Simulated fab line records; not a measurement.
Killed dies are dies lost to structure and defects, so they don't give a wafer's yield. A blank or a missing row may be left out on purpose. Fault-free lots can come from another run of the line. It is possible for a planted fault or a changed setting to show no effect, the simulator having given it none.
One fault through the eyes of 2 desks ; flow n5-finfet ; what lay behind the numbers comes last; until then each desk has only its own

## THE METROLOGY DESK
What the gauges read, lot by lot, whatever tool the lot ran on: means of the sampled wafers that have a number. The brackets show how far a lot's mean lies from the usual mean; more than 4 standard deviations puts the lot out of limits, marked OUT.
Columns: A = HMC_CMP_THK at N5_PMOS_HMC_CHANNEL_EPI_THK_MEAS_22, usual 54.2 nm
lot;first seen here;A
L688;day 1 20:09;55.1
L692;day 2 19:40;53.8
L693;day 3 01:56;54.0
L694;day 3 08:13;55.0
L700;day 4 20:07;45.8 (-7.6) OUT
L704;day 5 19:34;46.8 (-6.7) OUT
L705;day 6 01:28;52.4
L707;day 6 13:53;53.9
L708;day 6 20:30;53.5
L709;day 7 02:13;55.1
L710;day 7 07:17;54.2
This desk's result: L700, L704 out of limits, first on L700 (HMC_CMP_THK at N5_PMOS_HMC_CHANNEL_EPI_THK_MEAS_22), day 4 20:07. L688, L692, L693, L694, L705, L707, L708, L709, L710 stayed within limits.

## DESK OF THE TOOL OWNER: rie-si-04
The tool's own readings at N5_PMOS_HMC_CHANNEL_EPI_FIN_RECESS_16 (chemistry HBr/Cl2, target Si, target depth 54 nm, time 18 s): means of the sampled wafers that have a number, for each lot that ran on this tool. The brackets show how far a lot's mean lies from the usual mean; more than 4 standard deviations puts the lot out of limits, marked OUT.
Columns: A = chamber-pressure-mTorr at N5_PMOS_HMC_CHANNEL_EPI_FIN_RECESS_16, usual 10.001 mTorr; B = drypump-motor-current-A at N5_PMOS_HMC_CHANNEL_EPI_FIN_RECESS_16, usual 5.9 A; C = oes-product-au at N5_PMOS_HMC_CHANNEL_EPI_FIN_RECESS_16, usual 0.999 a.u.; D = throttle-valve-pct at N5_PMOS_HMC_CHANNEL_EPI_FIN_RECESS_16, usual 35.4 %
lot;first seen here;A;B;C;D
L692;day 2 17:39;10.005;5.6;0.997;35.6
L693;day 2 23:44;10.008;5.9;0.994;35.1
L700;day 4 18:19;10.012;5.6;1.004;35.5
L704;day 5 17:47;10.012;5.8;0.998;35.4
Finding of this desk: none of the 4 lots has anything out of limits.

## ALL TOGETHER
Metrology desk: alarm possible at day 4 20:07 on L700, L704.
The desk of the tool owner found nothing out of limits.
The tool owner's desk has L700, L704 on record, within its limits.
Every lot named ran N5_PMOS_HMC_CHANNEL_EPI_FIN_RECESS_16 on rie-si-04.

## WHAT WAS PUT IN BY THE SIMULATOR
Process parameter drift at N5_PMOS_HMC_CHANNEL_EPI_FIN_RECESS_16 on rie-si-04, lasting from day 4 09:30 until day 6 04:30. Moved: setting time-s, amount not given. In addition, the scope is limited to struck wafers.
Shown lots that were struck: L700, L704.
Hours from the fault's start to each desk's first reading out of limits: the metrology desk, 11.
